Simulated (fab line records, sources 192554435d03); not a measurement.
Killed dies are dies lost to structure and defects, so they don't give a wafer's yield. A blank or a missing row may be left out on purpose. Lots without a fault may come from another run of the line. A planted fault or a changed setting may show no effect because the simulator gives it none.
fab line records | flow n5_finfet
record lots=11 wafers=33 last_day=18
route steps=1938 shown BEOL_M9@1457 BEOL_M10@1485 PASSIVATION@1936
lots that met no fault: from a run of the same line without faults
start_h: hours from the record's first day to the start of the lot's first wafer shown | wait_h: hours since the lot's step before | " the same as in the row above | L1.1+2: a row that stands for several wafers | - no value, or no start given | * or withheld: withheld | < > ~ a bound
route shown NAME@n: a module of which the file shows steps, and the number in the route of the first | usual: mean/standard deviation of fault-free wafers | same: alike in all rows | chamber/n: place in a boat | sites: the reading at each site | _std_site: their standard deviation | _edge_site: outer sites' mean less inner sites' | radius_mm: how far each site lies from the wafer's centre | mask NAME#n: copy n | behind: the tool/chamber that last shaped the wafer | hold: why the lot was held/for how many hours/how that ended | device: the transistor (n, p or np) that didn't switch | end of line: the same wafers' tests at the end of the route | a step without rows: its recipe alone | killed: dies lost to structure and defects at the first sort, not the wafer's yield | map: a wafer's dies, x killed, . not, _ none there
set.NAME: the setting as run; set.NAME@STEP: as run at that earlier step | model.NAME: the simulator's own value behind a step, which no gauge read
steps of the route over a sample of lots; a table a step, a row a wafer
services: from which hour (start_h, from the record's first day; less than 0 if before it) a tool's chamber was out of use, for how many hours, and why
## steps
# step N5_BEOL_M9_PRE_CLEAN_45
# recipe gas=H2/He time_s=30 temp_c=250
# usual heater_power_w=338/26
# columns lot.wafer tool chamber start_h wait_h heater_power_w
L367.3 pvd_sputter-02 - 212.89 0.0 360
L367.4 " - " " 313
L367.5 " - " " 364
L369.2 pvd_sputter-01 - 239.99 0.0 313
L369.3 " - " " 341
L369.4 " - " " 389
L370.1 pvd_sputter-01 - 247.37 0.0 314
L370.3 " - " " 367
L370.4 " - " " 381
L371.1 pvd_sputter-03 - 254.21 0.0 292
L371.2 " - " " 340
L371.5 " - " " 348
L376.1 pvd_sputter-03 - 271.14 0.0 298
L376.3 " - " " 344
L376.4 " - " " 352
L373.1 pvd_sputter-03 - 272.04 0.0 359
L373.2 " - " " 346
L373.4 " - " " 284
L377.1 pvd_sputter-03 - 279.44 0.0 336
L377.3 " - " " 283
L377.6 " - " " 345
L382.1 pvd_sputter-02 - 325.37 0.0 314
L382.5 " - " " 364
L382.6 " - " " 322
L384.2 pvd_sputter-02 - 331.01 0.0 361
L384.3 " - " " 314
L384.6 " - " " 366
L387.1 pvd_sputter-03 - 358.25 0.0 347
L387.2 " - " " 289
L387.6 " - " " 289
L389.1 pvd_sputter-02 - 359.33 0.0 312
L389.2 " - " " 357
L389.4 " - " " 310
# step N5_BEOL_M9_SURFACE_TREAT_79
# recipe gas=Ar time_s=* ion_energy_ev=* ion_current_ma_cm2=0.5 pressure_mtorr=* ar_flow_sccm=30
# usual throttle_valve_pct=*
# columns lot.wafer tool chamber start_h wait_h throttle_valve_pct
L367.3 pvd_sputter-03 - 213.28 0.2 *
L367.4 " - " " *
L367.5 " - " " *
L369.2 pvd_sputter-03 - 240.85 0.7 *
L369.3 " - " " *
L369.4 " - " " *
L370.1 pvd_sputter-01 - 247.95 0.4 *
L370.3 " - " " *
L370.4 " - " " *
L371.1 pvd_sputter-03 - 254.79 0.4 *
L371.2 " - " " *
L371.5 " - " " *
L376.1 pvd_sputter-03 - 271.58 0.2 *
L376.3 " - " " *
L376.4 " - " " *
L373.1 pvd_sputter-02 - 272.42 0.2 *
L373.2 " - " " *
L373.4 " - " " *
L377.1 pvd_sputter-01 - 279.81 0.2 *
L377.3 " - " " *
L377.6 " - " " *
L382.1 pvd_sputter-02 - 325.73 0.2 *
L382.5 " - " " *
L382.6 " - " " *
L384.2 pvd_sputter-01 - 331.37 0.2 *
L384.3 " - " " *
L384.6 " - " " *
L387.1 pvd_sputter-01 - 358.78 0.2 *
L387.2 " - " " *
L387.6 " - " " *
L389.1 pvd_sputter-03 - 359.83 0.3 *
L389.2 " - " " *
L389.4 " - " " *
# step N5_BEOL_M9_CMP_52
# recipe stop_on=SiCOH_lowk t_overpolish_s=7 down_force_psi=1 platen_rpm=50 clearing_platen_down_force_psi=1.5 clearing_platen_rpm=50 post_cmp_clean=cu_alkaline target_thk_nm=140 clearing_platen_pad_velocity_m_s=0.99484 pad_velocity_m_s=0.99484
# usual barrier_field_endpoint_s=29.0/0.69 edge_zone_pressure_frac=1.000/0.0052 motor_current_A=6.2/0.53 overpolish_run_s=6.999/0.0088 time_to_endpoint_s=66/3.3
# columns lot.wafer tool chamber start_h wait_h barrier_field_endpoint_s edge_zone_pressure_frac motor_current_A overpolish_run_s time_to_endpoint_s
L367.3 cmp-03 3 214.82 0.2 29.5 1.003 6.2 7.002 69
L367.4 " 2 " " 29.5 1.005 5.2 7.007 72
L367.5 " 3 " " 28.9 1.001 6.2 7.011 68
L369.2 cmp-01 1 242.23 0.2 27.9 0.994 6.0 6.987 64
L369.3 " 2 " " 28.1 0.994 6.4 6.999 64
L369.4 " 0 " " 29.2 0.999 6.3 7.001 66
L370.1 cmp-03 1 249.07 0.3 28.7 1.000 7.0 6.999 68
L370.4 " 2 " " 29.8 0.997 5.3 6.999 68
L370.3 " 3 " " 28.6 1.001 6.6 6.999 64
L371.1 cmp-03 2 257.36 0.3 29.0 1.000 5.2 6.981 70
L371.2 " 3 " " 29.1 0.998 6.3 7.003 70
L371.5 " 1 " " 29.0 0.999 6.6 7.011 69
L376.1 cmp-03 3 272.41 0.3 29.1 1.002 6.2 6.985 68
L376.4 " 0 " " 29.3 0.999 5.6 6.985 70
L376.3 " 1 " " 28.6 0.999 7.2 7.009 70
L373.2 cmp-03 1 273.36 0.2 31.3 1.001 7.2 6.990 73
L373.1 " 2 " " 29.9 1.012 5.5 7.007 69
L373.4 " 0 " " 30.0 0.999 5.8 7.008 67
L377.3 cmp-04 2 280.89 0.2 28.1 0.994 6.6 7.006 65
L377.1 " 3 " " 29.0 1.000 5.9 7.006 65
L377.6 " 2 " " 28.7 1.007 6.2 6.976 66
L382.1 cmp-03 0 326.65 0.3 29.4 1.003 6.0 6.991 70
L382.5 " 2 " " 30.6 0.991 5.5 7.008 68
L382.6 " 3 " " 29.6 1.005 6.5 6.981 68
L384.3 cmp-03 2 332.31 0.3 28.3 1.007 5.3 7.001 71
L384.2 " 3 " " 29.1 1.000 6.2 7.001 67
L384.6 " 2 " " 29.9 0.996 5.6 7.002 69
L387.2 cmp-01 2 360.23 0.3 29.1 1.002 6.6 7.004 65
L387.1 " 3 " " 28.6 0.996 6.7 6.990 64
L387.6 " 0 " " 29.6 1.003 6.3 7.008 68
L389.4 cmp-04 0 362.24 0.1 28.9 0.996 6.2 7.003 59
L389.1 " 1 " " 28.1 1.010 6.4 7.002 62
L389.2 " 3 " " 28.4 1.003 6.1 7.003 62
# step N5_BEOL_M9_INSPECT_58
# recipe inspect_instrument=darkfield mode=post_dep
# usual raw_defect_count=72/29
# columns lot.wafer tool chamber start_h wait_h raw_defect_count
L367.3 defect_inspect-01 - 215.27 0.0 89
L367.4 " - " " 73
L367.5 " - " " 92
L369.2 defect_inspect-01 - 242.69 0.0 49
L369.3 " - " " 76
L369.4 " - " " 61
L370.1 defect_inspect-02 - 249.48 0.0 31
L370.3 " - " " 48
L370.4 " - " " 37
L371.1 defect_inspect-01 - 258.04 0.0 55
L371.2 " - " " 57
L371.5 " - " " 76
L376.1 defect_inspect-02 - 272.87 0.0 140
L376.3 " - " " 131
L376.4 " - " " 140
L373.1 defect_inspect-02 - 273.82 0.0 112
L373.2 " - " " 45
L373.4 " - " " 46
L377.1 defect_inspect-02 - 281.34 0.0 92
L377.3 " - " " 43
L377.6 " - " " 87
L382.1 defect_inspect-02 - 327.03 0.0 552
L382.5 " - " " 488
L382.6 " - " " 573
L384.2 defect_inspect-01 - 332.77 0.0 502
L384.3 " - " " 502
L384.6 " - " " 509
L387.1 defect_inspect-01 - 360.61 0.0 41
L387.2 " - " " 25
L387.6 " - " " 37
L389.1 defect_inspect-01 - 362.69 0.0 57
L389.2 " - " " 73
L389.4 " - " " 48
# step N5_BEOL_M10_INSPECT_13
# recipe mode=adi inspect_instrument=brightfield
# usual raw_defect_count=414/110
# columns lot.wafer tool chamber start_h wait_h raw_defect_count
L367.3 defect_inspect-02 - 217.25 0.0 382
L367.4 " - " " 325
L367.5 " - " " 379
L369.2 defect_inspect-02 - 247.24 0.0 335
L369.3 " - " " 493
L369.4 " - " " 553
L370.1 defect_inspect-02 - 251.35 0.0 225
L370.3 " - " " 222
L370.4 " - " " 203
L371.1 defect_inspect-01 - 261.21 0.0 452
L371.2 " - " " 570
L371.5 " - " " 450
L376.1 defect_inspect-02 - 275.15 0.0 412
L376.3 " - " " 487
L376.4 " - " " 372
L373.1 defect_inspect-01 - 276.01 0.0 337
L373.2 " - " " 212
L373.4 " - " " 279
L377.1 defect_inspect-01 - 282.98 0.0 681
L377.3 " - " " 411
L377.6 " - " " 478
L382.1 defect_inspect-02 - 330.26 0.0 866
L382.5 " - " " 809
L382.6 " - " " 1049
L384.2 defect_inspect-02 - 334.45 0.0 754
L384.3 " - " " 763
L384.6 " - " " 860
L387.1 defect_inspect-01 - 363.70 0.0 289
L387.2 " - " " 361
L387.6 " - " " 288
L389.1 defect_inspect-01 - 364.37 0.0 450
L389.2 " - " " 576
L389.4 " - " " 450
# step N5_PASSIVATION_PROBE_49
# usual defect_limited_yield=91.1/1.5 killed_at_M0_to_M3=35/9.5 killed_at_M4_up=13/5.2 killed_at_contacts=12/6.1 killed_at_front_end=41/14 killed_at_other=3.8/2.9 killed_dies=105/17 killed_on_rim=13/4.1 killed_open=70/13 killed_short=33/8.4 sort_bin_5_function=5.1/0.97 sort_bin_6_memory=3.4/0.69 sort_bin_8_speed=0.00/0.007 sort_n_pass=1075/17 sort_yield_pct=91.1/1.5
# same gross_dies=1180 killed_at_back_side=0 sort_bin_4_leakage[%]=0
# columns lot.wafer tool chamber start_h wait_h defect_limited_yield[%] killed_at_M0_to_M3 killed_at_M4_up killed_at_contacts killed_at_front_end killed_at_other killed_dies killed_on_rim killed_open killed_short sort_bin_5_function[%] sort_bin_6_memory[%] sort_bin_8_speed[%] sort_n_pass sort_yield_pct[%]
L367.3 prober-01 - 271.02 0.1 91.8 47 8 12 24 6 97 12 54 43 4.5 3.5 0 1083 91.8
L367.4 prober-01 - 271.07 0.2 90.7 47 12 8 35 8 110 15 69 39 5.0 3.9 0 1070 90.7
L367.5 prober-01 - 271.12 0.2 93.6 22 10 14 24 5 75 12 59 14 3.6 2.5 0 1105 93.6
L369.2 prober-02 - 298.25 0.1 90.2 49 8 14 35 10 116 15 69 47 5.9 3.6 0 1064 90.2
L369.3 prober-02 - 298.30 0.1 89.9 51 14 7 45 2 119 20 72 46 5.8 3.8 0 1061 89.9
L369.4 prober-02 - 298.35 0.2 91.3 35 7 10 47 4 103 11 60 42 4.6 3.9 0 1077 91.3
L370.1 prober-01 - 302.81 0.3 89.3 51 17 10 45 3 126 15 96 30 6.3 4.1 0 1054 89.3
L370.3 prober-01 - 302.91 0.4 90.3 54 14 6 37 3 114 12 75 36 5.7 3.7 0 1066 90.3
L370.4 prober-01 - 302.96 0.5 89.7 28 12 17 61 3 121 21 81 40 5.4 4.5 0 1059 89.7
L371.1 prober-01 - 316.04 0.0 92.6 28 17 2 35 5 87 13 52 34 4.1 3.1 0 1093 92.6
L371.2 prober-01 - 316.09 0.1 91.4 39 12 13 28 10 102 11 71 29 5.2 3.2 0 1078 91.4
L371.5 prober-01 - 316.24 0.2 89.7 41 17 14 34 15 121 18 79 40 6.1 3.4 0 1059 89.7
L373.1 prober-01 - 333.51 0.0 90.4 50 11 10 42 0 113 13 82 31 5.8 3.6 0 1067 90.4
L373.2 prober-01 - 333.56 0.1 90.8 29 16 24 38 1 108 10 76 32 5.0 3.9 0 1072 90.8
L373.4 prober-01 - 333.66 0.2 91.6 26 13 14 45 1 99 12 66 33 5.5 2.7 0 1081 91.6
L376.1 prober-01 - 337.05 0.0 91.7 28 10 13 46 1 98 11 76 21 4.6 3.6 0 1082 91.7
L376.3 prober-01 - 337.15 0.1 93.1 25 10 8 37 2 82 18 51 29 3.8 3.1 0 1098 93.1
L376.4 prober-01 - 337.20 0.2 92.9 33 9 8 34 0 84 10 47 35 3.7 2.9 0 1096 92.9
L377.1 prober-02 - 337.64 0.0 91.7 31 7 10 46 4 98 9 64 34 4.8 3.1 0 1082 91.7
L377.3 prober-02 - 337.74 0.1 91.4 56 7 7 31 1 102 8 69 33 4.3 3.6 0 1078 91.4
L377.6 prober-02 - 337.89 0.3 93.2 35 10 7 27 1 80 12 58 21 4.2 2.2 0 1100 93.2
L382.1 prober-02 - 379.18 0.0 61.2 24 382 5 45 2 458 55 57 34 24.2 12.1 0 722 61.2
L382.5 prober-02 - 379.38 0.2 62.5 23 366 14 36 4 443 56 56 27 23.6 11.9 0 737 62.5
L382.6 prober-02 - 379.43 0.3 66.3 18 346 8 23 3 398 43 53 12 21.0 10.4 0 782 66.3
L384.2 prober-02 - 385.26 0.1 63.3 29 352 18 32 2 433 53 52 32 21.9 13.2 0 747 63.3
L384.3 prober-02 - 385.31 0.1 62.6 46 352 10 31 2 441 64 59 35 23.3 11.8 0 739 62.6
L384.6 prober-02 - 385.46 0.3 59.9 38 364 34 33 4 473 77 72 45 24.7 13.3 0 707 59.9
L387.1 prober-01 - 417.66 0.0 92.4 38 21 8 22 1 90 8 57 30 4.7 2.8 0 1090 92.4
L387.2 prober-01 - 417.71 0.1 93.0 26 22 10 23 2 83 13 63 20 4.3 2.5 0 1097 93.0
L387.6 prober-01 - 417.91 0.3 92.4 24 25 10 30 1 90 13 56 29 4.5 2.4 0 1090 92.4
L389.1 prober-02 - 425.77 0.0 90.6 32 11 8 52 8 111 9 76 35 5.8 3.5 0 1069 90.6
L389.2 prober-02 - 425.82 0.1 91.0 32 13 19 39 3 106 12 71 32 4.7 3.9 0.08 1074 91.0
L389.4 prober-02 - 425.92 0.2 90.9 33 11 17 42 4 107 14 67 38 5.3 3.6 0 1073 90.9
# killed by level:class
L367.3 BEOL_M0_SAQP:geometric_particle:short=14 MOL_CONTACT_COAG:geometric_particle:open=10 FIN_SAQP:geometric_particle:short=8 BEOL_M0_SAQP:geometric_particle:open=8 DUMMY_GATE:geometric_particle:open=7 BEOL_M3:geometric_particle:open=6 BEOL_M2:geometric_particle:open=6 BEOL_M1:geometric_particle:open=5
L367.4 BEOL_M1:geometric_particle:open=16 BEOL_M0_SAQP:geometric_particle:short=12 BEOL_M0_SAQP:geometric_particle:open=8 GATE_CUT:geometric_particle:short=7 MOL_CONTACT_COAG:geometric_particle:open=7 DUMMY_GATE:geometric_particle:open=6 FIN_SAQP:geometric_particle:short=5 BEOL_M4:geometric_particle:open=5
L367.5 MOL_CONTACT_COAG:geometric_particle:open=12 STI_FIN_REVEAL:geometric_particle:open=8 BEOL_M1:geometric_particle:open=6 BEOL_M2:geometric_particle:open=5 BEOL_M3:geometric_particle:open=4 GATE_CUT:geometric_particle:open=3 GATE_CUT:geometric_particle:short=3 BEOL_M0_SAQP:geometric_particle:open=3
L369.2 BEOL_M0_SAQP:geometric_particle:short=11 BEOL_M1:geometric_particle:open=10 MOL_CONTACT_COAG:geometric_particle:open=9 FIN_SAQP:geometric_particle:short=8 BEOL_M0_SAQP:geometric_particle:open=7 STI_FIN_REVEAL:geometric_particle:open=6 BEOL_M2:geometric_particle:open=6 BEOL_M3:geometric_particle:open=6
L369.3 FIN_SAQP:geometric_particle:short=14 BEOL_M3:geometric_particle:open=8 BEOL_M0_SAQP:geometric_particle:open=8 BEOL_M1:geometric_particle:open=8 BEOL_M2:geometric_particle:open=8 GATE_CUT:geometric_particle:short=7 GATE_CUT:geometric_particle:open=7 FIN_SAQP:geometric_particle:open=6
L369.4 FIN_SAQP:geometric_particle:short=12 BEOL_M2:geometric_particle:open=10 FIN_SAQP:geometric_particle:open=9 MOL_CONTACT_COAG:geometric_particle:open=8 BEOL_M1:geometric_particle:open=8 GATE_CUT:geometric_particle:short=6 BEOL_M0_SAQP:geometric_particle:short=6 STI_FIN_REVEAL:geometric_particle:open=5
L370.1 FIN_SAQP:geometric_particle:open=14 BEOL_M4:geometric_particle:open=13 DUMMY_GATE:geometric_particle:open=11 BEOL_M3:geometric_particle:open=10 MOL_CONTACT_COAG:geometric_particle:open=8 BEOL_M2:geometric_particle:open=8 STI_FIN_REVEAL:geometric_particle:open=7 BEOL_M0_SAQP:geometric_particle:open=6
L370.3 BEOL_M1:geometric_particle:open=17 BEOL_M0_SAQP:geometric_particle:short=9 BEOL_M0_SAQP:geometric_particle:open=9 DUMMY_GATE:geometric_particle:open=8 BEOL_M2:geometric_particle:open=7 FIN_SAQP:geometric_particle:open=6 BEOL_M4:geometric_particle:open=5 FIN_SAQP:geometric_particle:short=4
L370.4 DUMMY_GATE:geometric_particle:open=19 STI_FIN_REVEAL:geometric_particle:open=12 MOL_CONTACT_COAG:geometric_particle:open=11 FIN_SAQP:geometric_particle:open=10 BEOL_M0_SAQP:geometric_particle:open=10 BEOL_M0_SAQP:geometric_particle:short=7 MOL_CONTACT_COAG:geometric_particle:short=6 BEOL_M4:geometric_particle:open=6
L371.1 FIN_SAQP:geometric_particle:open=12 FIN_SAQP:geometric_particle:short=9 BEOL_M4:geometric_particle:open=7 BEOL_M1:geometric_particle:open=6 BEOL_M0_SAQP:geometric_particle:short=5 BEOL_M3:geometric_particle:short=5 BEOL_M3:geometric_particle:open=5 BEOL_M4:geometric_particle:short=4
L371.2 MOL_CONTACT_COAG:geometric_particle:open=11 FIN_SAQP:geometric_particle:open=8 BEOL_M0_SAQP:geometric_particle:open=8 BEOL_M3:geometric_particle:open=7 STI_FIN_REVEAL:geometric_particle:open=5 BEOL_M4:geometric_particle:open=5 STARTING-WAFER:geometric_particle:open=5 DUMMY_GATE:geometric_particle:open=4
L371.5 BEOL_M1:geometric_particle:open=13 FIN_SAQP:geometric_particle:open=9 MOL_CONTACT_COAG:geometric_particle:open=9 MIM_TOP:geometric_particle:short=7 DUMMY_GATE:geometric_particle:open=6 BEOL_M2:geometric_particle:open=6 STI_FIN_REVEAL:geometric_particle:open=5 MOL_CONTACT_COAG:geometric_particle:short=5
L373.1 BEOL_M1:geometric_particle:open=18 STI_FIN_REVEAL:geometric_particle:open=13 BEOL_M2:geometric_particle:open=13 FIN_SAQP:geometric_particle:open=9 MOL_CONTACT_COAG:geometric_particle:open=8 BEOL_M0_SAQP:geometric_particle:open=5 FIN_SAQP:geometric_particle:short=4 BEOL_M1:geometric_particle:short=4
L373.2 MOL_CONTACT_COAG:geometric_particle:open=18 GATE_CUT:geometric_particle:short=9 BEOL_M2:geometric_particle:open=9 BEOL_M5:geometric_particle:open=8 FIN_SAQP:geometric_particle:short=6 MOL_CONTACT_COAG:geometric_particle:short=6 STI_FIN_REVEAL:geometric_particle:open=5 BEOL_M1:geometric_particle:open=5
L373.4 STI_FIN_REVEAL:geometric_particle:open=12 MOL_CONTACT_COAG:geometric_particle:open=12 FIN_SAQP:geometric_particle:open=8 FIN_SAQP:geometric_particle:short=5 BEOL_M2:geometric_particle:open=5 BEOL_M4:geometric_particle:open=5 BEOL_M1:geometric_particle:open=4 GATE_CUT:geometric_particle:short=4
L376.1 STI_FIN_REVEAL:geometric_particle:open=19 BEOL_M3:geometric_particle:open=11 MOL_CONTACT_COAG:geometric_particle:open=11 FIN_SAQP:geometric_particle:open=8 BEOL_M0_SAQP:geometric_particle:open=8 BEOL_M4:geometric_particle:open=6 FIN_SAQP:geometric_particle:short=4 STARTING-WAFER:geometric_particle:short=4
L376.3 STI_FIN_REVEAL:geometric_particle:open=9 FIN_SAQP:geometric_particle:open=8 MOL_CONTACT_COAG:geometric_particle:open=7 BEOL_M0_SAQP:geometric_particle:short=7 BEOL_M3:geometric_particle:open=7 FIN_SAQP:geometric_particle:short=6 BEOL_M0_SAQP:geometric_particle:open=4 GATE_CUT:geometric_particle:short=3
L376.4 BEOL_M3:geometric_particle:open=10 BEOL_M0_SAQP:geometric_particle:short=9 STI_FIN_REVEAL:geometric_particle:open=7 FIN_SAQP:geometric_particle:open=6 FIN_SAQP:geometric_particle:short=5 BEOL_M3:geometric_particle:short=5 STARTING-WAFER:geometric_particle:short=5 MOL_CONTACT_COAG:geometric_particle:short=4
L377.1 FIN_SAQP:geometric_particle:short=12 FIN_SAQP:geometric_particle:open=10 BEOL_M3:geometric_particle:open=9 STI_FIN_REVEAL:geometric_particle:open=6 BEOL_M1:geometric_particle:open=6 MOL_CONTACT_COAG:geometric_particle:open=5 MOL_CONTACT_COAG:geometric_particle:short=5 BEOL_M2:geometric_particle:open=5
L377.3 BEOL_M0_SAQP:geometric_particle:open=13 BEOL_M2:geometric_particle:open=13 BEOL_M0_SAQP:geometric_particle:short=10 STI_FIN_REVEAL:geometric_particle:open=8 MOL_CONTACT_COAG:geometric_particle:open=7 FIN_SAQP:geometric_particle:short=5 STI_FIN_REVEAL:geometric_particle:short=5 BEOL_M0:geometric_particle:open=5
L377.6 BEOL_M2:geometric_particle:open=14 STI_FIN_REVEAL:geometric_particle:open=9 BEOL_M0_SAQP:geometric_particle:open=7 MOL_CONTACT_COAG:geometric_particle:open=7 FIN_SAQP:geometric_particle:short=4 BEOL_M0:geometric_particle:short=4 FIN_SAQP:geometric_particle:open=3 DUMMY_GATE:geometric_particle:open=3
L382.1 BEOL_M9:unspecified=365 STI_FIN_REVEAL:geometric_particle:open=14 FIN_SAQP:geometric_particle:open=7 BEOL_M0_SAQP:geometric_particle:open=7 BEOL_M4:geometric_particle:open=7 BEOL_M0_SAQP:geometric_particle:short=6 BEOL_M4:geometric_particle:short=6 FIN_SAQP:geometric_particle:short=5
L382.5 BEOL_M9:unspecified=358 MOL_CONTACT_COAG:geometric_particle:open=11 FIN_SAQP:geometric_particle:open=10 DUMMY_GATE:geometric_particle:open=5 BEOL_M0_SAQP:geometric_particle:short=5 FIN_SAQP:geometric_particle:short=4 STI_FIN_REVEAL:geometric_particle:open=4 BEOL_M0_SAQP:geometric_particle:open=4
L382.6 BEOL_M9:unspecified=332 BEOL_M2:geometric_particle:open=9 FIN_SAQP:geometric_particle:open=7 MOL_CONTACT_COAG:geometric_particle:open=7 GATE_CUT:geometric_particle:open=6 STI_FIN_REVEAL:geometric_particle:open=5 BEOL_M4:geometric_particle:open=4 BEOL_M0_SAQP:geometric_particle:short=3
L384.2 BEOL_M9:unspecified=343 MOL_CONTACT_COAG:geometric_particle:open=13 FIN_SAQP:geometric_particle:short=9 BEOL_M1:geometric_particle:open=6 BEOL_M3:geometric_particle:open=5 FIN_SAQP:geometric_particle:open=4 DUMMY_GATE:geometric_particle:open=4 BEOL_M0_SAQP:geometric_particle:open=4
L384.3 BEOL_M9:unspecified=345 BEOL_M0_SAQP:geometric_particle:open=11 BEOL_M0_SAQP:geometric_particle:short=8 BEOL_M1:geometric_particle:open=8 MOL_CONTACT_COAG:geometric_particle:open=7 FIN_SAQP:geometric_particle:open=6 FIN_SAQP:geometric_particle:short=6 BEOL_M2:geometric_particle:open=6
L384.6 BEOL_M9:unspecified=356 MOL_CONTACT_COAG:geometric_particle:open=25 BEOL_M0_SAQP:geometric_particle:open=10 BEOL_M3:geometric_particle:open=10 MOL_CONTACT_COAG:geometric_particle:short=9 GATE_CUT:geometric_particle:short=7 FIN_SAQP:geometric_particle:short=6 BEOL_M0_SAQP:geometric_particle:short=6
L387.1 BEOL_M3:geometric_particle:open=10 BEOL_M4:geometric_particle:open=7 BEOL_M0_SAQP:geometric_particle:open=7 MOL_CONTACT_COAG:geometric_particle:open=6 BEOL_M0_SAQP:geometric_particle:short=6 GATE_CUT:geometric_particle:short=5 STARTING-WAFER:geometric_particle:open=5 STI_FIN_REVEAL:geometric_particle:open=4
L387.2 MOL_CONTACT_COAG:geometric_particle:open=10 BEOL_M3:geometric_particle:open=9 BEOL_M4:geometric_particle:open=9 STI_FIN_REVEAL:geometric_particle:open=6 FIN_SAQP:geometric_particle:open=5 BEOL_M2:geometric_particle:open=5 FIN_SAQP:geometric_particle:short=4 BEOL_M7:geometric_particle:open=4
L387.6 BEOL_M4:geometric_particle:open=12 STI_FIN_REVEAL:geometric_particle:open=8 MOL_CONTACT_COAG:geometric_particle:open=8 HKMG_FIN:area_etch=5 BEOL_M2:geometric_particle:short=4 BEOL_M2:geometric_particle:open=4 BEOL_M3:geometric_particle:open=4 STARTING-WAFER:geometric_particle:short=4
L389.1 BEOL_M3:geometric_particle:open=16 FIN_SAQP:geometric_particle:open=15 FIN_SAQP:geometric_particle:short=8 STI_FIN_REVEAL:geometric_particle:open=7 DUMMY_GATE:geometric_particle:open=7 BEOL_M0_SAQP:geometric_particle:open=7 STARTING-WAFER:geometric_particle:short=5 MOL_CONTACT_COAG:geometric_particle:open=5
L389.2 MOL_CONTACT_COAG:geometric_particle:open=17 BEOL_M3:geometric_particle:open=10 BEOL_M2:geometric_particle:open=9 STI_FIN_REVEAL:geometric_particle:open=7 FIN_SAQP:geometric_particle:open=5 FIN_SAQP:geometric_particle:short=5 STARTING-WAFER:geometric_particle:short=5 BEOL_M0_SAQP:geometric_particle:short=4
L389.4 MOL_CONTACT_COAG:geometric_particle:open=15 FIN_SAQP:geometric_particle:short=11 BEOL_M0_SAQP:geometric_particle:short=11 BEOL_M2:geometric_particle:open=7 FIN_SAQP:geometric_particle:open=5 STI_FIN_REVEAL:geometric_particle:open=5 BEOL_M0:geometric_particle:open=5 DUMMY_GATE:geometric_particle:open=5
## services
# columns tool chamber start_h hours kind
cmp-04 - 212.19 2.0 repair
cmp-04 - 217.08 3.9 pm
pvd_sputter-03 - 229.48 0.6 repair
cmp-04 - 240.82 2.1 repair
cmp-03 - 253.01 1.0 repair
cmp-03 - 263.58 4.0 pm
cmp-03 - 267.58 - consumable_replace:conditioner
cmp-03 - 267.58 - consumable_replace:pad
cmp-01 - 301.95 1.2 repair
cmp-01 - 320.30 0.4 repair
pvd_sputter-01 - 343.75 1.0 repair
cmp-04 - 355.45 4.0 pm
cmp-01 - 355.85 0.4 repair
cmp-04 - 359.45 - consumable_replace:conditioner
cmp-04 - 359.45 - consumable_replace:pad
cmp-04 - 360.98 1.1 repair
## key
first_sign step=N5_BEOL_M9_INSPECT_58 reading=raw_defect_count direction=up sigmas=16 usual=72 struck=521
effect step=N5_BEOL_M10_INSPECT_13 reading=raw_defect_count direction=up sigmas=4.1 usual=414 struck=850
effect step=N5_PASSIVATION_PROBE_49 reading=killed_at_M4_up direction=up sigmas=67 usual=13 struck=360
more_kills_born_at N5_BEOL_M9_CMP_52@cmp-03=2099
met_at N5_BEOL_M9_CMP_52
struck_lots L382,L384
not_acting_at N5_BEOL_M9_PRE_CLEAN_45,N5_BEOL_M9_SURFACE_TREAT_79
onset_between 273.36 326.65
fault kind=chamber_particle_source tool=cmp-03 chamber=- onset_h=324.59 steps=N5_BEOL_M9_CMP_52 rate_per_visit_cm2=0.70254 end_h=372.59
